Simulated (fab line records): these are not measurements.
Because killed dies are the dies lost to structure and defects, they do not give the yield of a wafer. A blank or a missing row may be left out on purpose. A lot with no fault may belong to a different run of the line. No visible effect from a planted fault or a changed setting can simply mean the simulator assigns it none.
fab line records ; flow nand_harc ; part 2 of 2: steps 26 to 37 of 37
[record] lots = 5; wafers = 15; last_day = 32
route steps=1302 shown A_CHANNEL_FILL_D1@497 A_DECK1_JOINT@518
lots that met no fault: from a run of the same line without faults
start_h: start of the lot's first displayed wafer, in hours after the record's first day ; wait_h: hours since the lot's step before ; " as in the row above ; L1.1+2: several wafers, shown together as one row ; - no value, or no start was given ; * or withheld: withheld ; < > ~ a bound
route shown NAME@n: NAME is a module with steps in the file, n the number in the route of the first one ; usual: mean/standard deviation taken from wafers without a fault ; same: alike in all rows ; chamber/n: place in a boat ; sites: per-site readings ; _std_site: standard deviation of those values ; _edge_site: the outer-site mean with the inner-site mean subtracted ; radius_mm: for every site, how far away it sits from the centre of the wafer ; mask NAME#n: copy n ; behind: the last tool/chamber to shape the wafer ; hold: why the lot went on hold/how many hours it stayed there/how the hold came to an end ; device: which transistor (n, p or np) failed to switch ; end of line: tests of these same wafers at the route's end ; a step with no rows: only its recipe ; killed: at the first sort, the dies lost to defects and structure; wafer yield is something else ; map: a wafer's dies, x killed, . not, _ none there
set.NAME: the setting that was run; set.NAME@STEP: the one run at that earlier step ; model.NAME: the simulator's own value behind a step, which no gauge read
lots at some steps of the route; a table a step, a row a wafer
services: from which hour (start_h, from the record's first day; less than 0 if before it) a tool's chamber was out of use, for how many hours, and why
[[steps]]
[step NHARC_A_DECK1_JOINT_WET_10]
[recipe] temp_c = 160; time_s = 86; chemistry = H3PO4
lot.wafer;tool;chamber;start_h;wait_h
L075.2+3+6;wet_h3po4-01;1;250.68;4.7
L080.4+5+6;wet_h3po4-01;1;296.99;1.7
L083.3+4+6;wet_h3po4-02;0;343.82;1.7
L086.2+5+6;wet_h3po4-01;0;362.06;1.7
L092.4+5+6;wet_h3po4-01;1;419.93;1.7
[step NHARC_A_DECK1_JOINT_ETCH_11]
[recipe] target_depth_a = 350; chemistry = dHF; material = SiO2
lot.wafer;tool;chamber;start_h;wait_h
L075.6+3+2;wet_bench-09;5,7,0;251.27;0.1
L080.5+6+4;wet_bench-09;2,3,4;297.56;0.0
L083.3+6+4;wet_bench-09;2,4,7;344.36;0.0
L086.2+5+6;wet_bench-07;4,6,7;362.60;0.0
L092.5+6+4;wet_bench-09;0,2,4;420.50;0.0
[step NHARC_A_DECK1_JOINT_CVD_12]
[recipe] target_thk_a = 900; temp_c = 620; pressure_mtorr = 200; time_s = 1800; material = poly-Si
[usual] spike_tc_lower_C = 620.0/1.2; tube_center_temp_C = 620.00/0.063
lot.wafer;tool;chamber;start_h;wait_h;spike_tc_lower_C;tube_center_temp_C
L075.2;lpcvd_poly-01;0;253.90;2.5;618.6;620.11
L075.3;lpcvd_poly-01;0;253.90;2.5;620.1;619.92
L075.6;lpcvd_poly-01;0;253.90;2.5;620.7;619.99
L080.4;lpcvd_poly-01;0;300.21;2.6;620.0;620.00
L080.5;lpcvd_poly-01;0;300.21;2.6;618.7;619.92
L080.6;lpcvd_poly-01;0;300.21;2.6;619.7;620.00
L083.3;lpcvd_poly-03;0;347.02;2.6;618.7;619.85
L083.4;lpcvd_poly-03;0;347.02;2.6;619.4;619.94
L083.6;lpcvd_poly-03;0;347.02;2.6;617.1;619.87
L086.2;lpcvd_poly-04;0;365.11;2.5;621.1;619.90
L086.5;lpcvd_poly-04;0;365.11;2.5;621.6;620.08
L086.6;lpcvd_poly-04;0;365.11;2.5;620.3;619.99
L092.4;lpcvd_poly-03;0;423.13;2.5;620.2;620.00
L092.5;lpcvd_poly-03;0;423.13;2.5;619.2;619.94
L092.6;lpcvd_poly-03;0;423.13;2.5;619.3;619.99
[step NHARC_A_DECK1_JOINT_CMP_13]
[recipe] target_thk_nm = 51.023
[usual] motor_current_A = 12.4/1.4; time_to_endpoint_s = 9.5/2.6
lot.wafer;tool;chamber;start_h;wait_h;motor_current_A;time_to_endpoint_s
L075.2;cmp-02;2;256.83;0.4;16.0;7.7
L075.3;cmp-02;3;256.83;0.4;10.7;7.6
L075.6;cmp-02;0;256.83;0.4;15.4;13.7
L080.4;cmp-01;3;303.03;0.4;12.9;13.6
L080.5;cmp-01;2;303.03;0.4;11.2;10.8
L080.6;cmp-01;3;303.03;0.4;12.7;12.5
L083.4;cmp-01;2;349.90;0.4;11.4;7.4
L083.3;cmp-01;3;349.90;0.4;13.6;9.3
L083.6;cmp-01;1;349.90;0.4;11.8;7.5
L086.2;cmp-03;0;368.00;0.4;12.0;10.2
L086.5;cmp-03;2;368.00;0.4;11.4;13.5
L086.6;cmp-03;3;368.00;0.4;12.5;12.1
L092.4;cmp-01;2;426.00;0.4;11.2;6.5
L092.6;cmp-01;2;426.00;0.4;11.3;6.4
L092.5;cmp-01;3;426.00;0.4;13.0;11.9
[step NHARC_A_DECK1_JOINT_THK_MEAS_14]
[recipe] thk_meas_gauge = ellipsometry
[usual] thk_nm = 51.4/1.7
lot.wafer;tool;chamber;start_h;wait_h;thk_nm
L075.2;film_metro-02;-;257.04;0.2;52.5
L075.3;film_metro-02;-;257.04;0.2;52.6
L075.6;film_metro-02;-;257.04;0.2;52.2
L080.4;film_metro-02;-;303.26;0.2;52.7
L080.5;film_metro-02;-;303.26;0.2;55.2
L080.6;film_metro-02;-;303.26;0.2;53.8
L083.3;film_metro-02;-;350.11;0.2;50.5
L083.4;film_metro-02;-;350.11;0.2;51.6
L083.6;film_metro-02;-;350.11;0.2;50.4
L086.2;film_metro-01;-;368.20;0.2;52.6
L086.5;film_metro-01;-;368.20;0.2;53.4
L086.6;film_metro-01;-;368.20;0.2;54.6
L092.4;film_metro-01;-;426.26;0.2;49.9
L092.5;film_metro-01;-;426.26;0.2;52.6
L092.6;film_metro-01;-;426.26;0.2;52.1
[step NHARC_A_DECK1_JOINT_SRD_04]
lot.wafer;tool;chamber;start_h;wait_h
L075.3+2+6;wet_bench-02;3,4,5;257.10;0.1
L080.4+6+5;wet_bench-09;7,1,3;303.30;0.0
L083.4+6+3;wet_bench-09;4,5,7;350.15;0.0
L086.5+2+6;wet_bench-09;0,4,5;368.24;0.0
L092.5+6+4;wet_bench-07;7,1,2;426.30;0.0
[step NHARC_A_DECK1_JOINT_ETCHBACK_00]
[recipe] target_depth_a = 300; time_s = 17.4; hbr_flow_sccm = 150; rf_w = 350; icp_w = 350; bias_w = 60; chemistry = HBr
[usual] drypump_motor_current_A = 5.8/0.39; oes_product_au = 1.002/0.0087; throttle_valve_pct = 23.267/0.0086
lot.wafer;tool;chamber;start_h;wait_h;drypump_motor_current_A;oes_product_au;rf_hours_counter_h;throttle_valve_pct
L075.3;rie_si-01;0;257.19;0.1;5.5;0.988;0.4;23.274
L075.2;rie_si-01;2;257.19;0.1;6.5;0.997;0.3;23.274
L075.6;rie_si-01;0;257.19;0.1;5.5;0.989;-;23.259
L080.4;rie_si-06;3;303.41;0.1;6.3;1.008;0.2;23.259
L080.5;rie_si-06;1;303.41;0.1;5.3;1.016;-;23.262
L080.6;rie_si-06;2;303.41;0.1;5.7;1.016;-;23.267
L083.3;rie_si-01;1;350.25;0.1;6.2;1.003;1.0;23.271
L083.4;rie_si-01;3;350.25;0.1;5.8;1.000;0.9;23.258
L083.6;rie_si-01;0;350.25;0.1;5.5;1.002;-;23.278
L086.2;rie_si-01;0;368.33;0.1;5.5;1.007;1.1;23.282
L086.5;rie_si-01;0;368.33;0.1;5.5;1.009;-;23.261
L086.6;rie_si-01;1;368.33;0.1;6.2;1.009;-;23.278
L092.4;rie_si-01;2;426.40;0.1;6.5;1.014;0.3;23.263
L092.5;rie_si-01;1;426.40;0.1;6.2;1.006;-;23.267
L092.6;rie_si-01;2;426.40;0.1;6.6;1.002;-;23.270
[step NHARC_A_DECK1_JOINT_PRECLEAN_30]
[recipe] time_s = *; temp_c = 50; bath_age_min = 0; chemistry = SC1
lot.wafer;tool;chamber;start_h;wait_h
L075.6+3+2;wet_bench-09;1,4,5;257.33;0.1
L080.5+4+6;wet_bench-07;3,4,0;303.53;0.1
L083.3+4+6;wet_bench-07;7,1,2;350.38;0.1
L086.2+6+5;wet_bench-09;2,3,5;368.47;0.1
L092.5+6+4;wet_bench-07;4,6,0;426.53;0.1
[step NHARC_A_DECK1_JOINT_SRD_31]
lot.wafer;tool;chamber;start_h;wait_h
L075.6+3+2;wet_bench-09;1,4,5;-;-
L080.5+4+6;wet_bench-07;3,4,0;-;-
L083.3+4+6;wet_bench-07;7,1,2;-;-
L086.2+6+5;wet_bench-09;2,3,5;-;-
L092.5+6+4;wet_bench-07;4,6,0;-;-
[step NHARC_A_DECK1_JOINT_CVD_34]
[recipe] target_thk_a = 200; temp_c = 700; pressure_mtorr = 300; material = SiNx
[usual] spike_tc_lower_C = 699.9/1.1
lot.wafer;tool;chamber;start_h;wait_h;spike_tc_lower_C
L075.2;lpcvd-02;1;260.57;-;700.2
L075.3;lpcvd-02;1;260.57;-;701.2
L075.6;lpcvd-02;1;260.57;-;699.8
L080.4;lpcvd-02;0;306.78;-;699.2
L080.5;lpcvd-02;0;306.78;-;698.6
L080.6;lpcvd-02;0;306.78;-;698.6
L083.3;lpcvd-02;0;353.63;-;699.9
L083.4;lpcvd-02;0;353.63;-;698.3
L083.6;lpcvd-02;0;353.63;-;700.0
L086.2;lpcvd-02;1;371.72;-;699.2
L086.5;lpcvd-02;1;371.72;-;701.4
L086.6;lpcvd-02;1;371.72;-;700.6
L092.4;lpcvd-01;1;431.18;-;699.5
L092.5;lpcvd-01;1;431.18;-;700.6
L092.6;lpcvd-01;1;431.18;-;700.7
[step NHARC_A_DECK1_JOINT_DEP_06]
[recipe] target_thk_a = 800; temp_c = 65; material = SiOx
lot.wafer;tool;chamber;start_h;wait_h
L075.2+3+6;fcvd-02;0,1,1;263.77;0.4
L080.4+5+6;fcvd-01;0,1,0;310.09;0.5
L083.4+3+6;fcvd-02;0,1,0;356.92;0.4
L086.2+6+5;fcvd-02;1,1,0;374.91;0.4
L092.4+5+6;fcvd-02;0,1,0;434.50;0.5
[step NHARC_A_DECK1_JOINT_CURE_26]
[recipe] temp_c = 150; time_s = 32; pressure_atm = 0.395
lot.wafer;tool;chamber;start_h;wait_h
L075.2+3+6;fcvd-02;0,1,1;263.94;0.1
L080.4+5+6;fcvd-01;0,1,0;310.22;0.1
L083.4+3+6;fcvd-02;0,1,0;357.07;0.1
L086.2+6+5;fcvd-02;1,1,0;375.09;0.2
L092.4+5+6;fcvd-02;0,1,0;434.63;0.1
[[services]]
tool;chamber;start_h;hours;kind
wet_bench-07;-;188.51;1.3;repair
cmp-01;-;192.08;4.0;pm
wet_bench-03;-;210.40;8.0;pm
rie_diel-09;1;215.03;11.2;repair
wet_bench-02;-;244.00;8.0;pm
wet_bench-07;-;247.18;7.0;repair
wet_bench-07;-;257.01;7.3;repair
fcvd-02;-;269.00;13.0;pm
wet_bench-01;-;277.60;8.0;pm
cmp-01;-;290.08;4.0;pm
cmp-01;-;304.33;1.7;repair
wet_bench-02;-;317.80;4.4;repair
rie_diel-09;-;320.10;9.0;pm
wet_bench-07;-;336.05;8.0;pm
wet_h3po4-01;-;341.18;8.0;pm
rie_diel-13;-;342.29;9.0;pm
wet_bench-09;-;352.80;8.0;pm
rie_diel-13;1;353.90;60.0;repair
rie_diel-09;1;356.85;6.0;repair
wet_bench-01;-;357.05;1.9;repair
cmp-01;-;358.59;0.5;repair
rie_diel-09;1;374.04;5.1;repair
fcvd-02;0;393.58;10.4;repair
wet_bench-02;-;420.00;8.0;pm
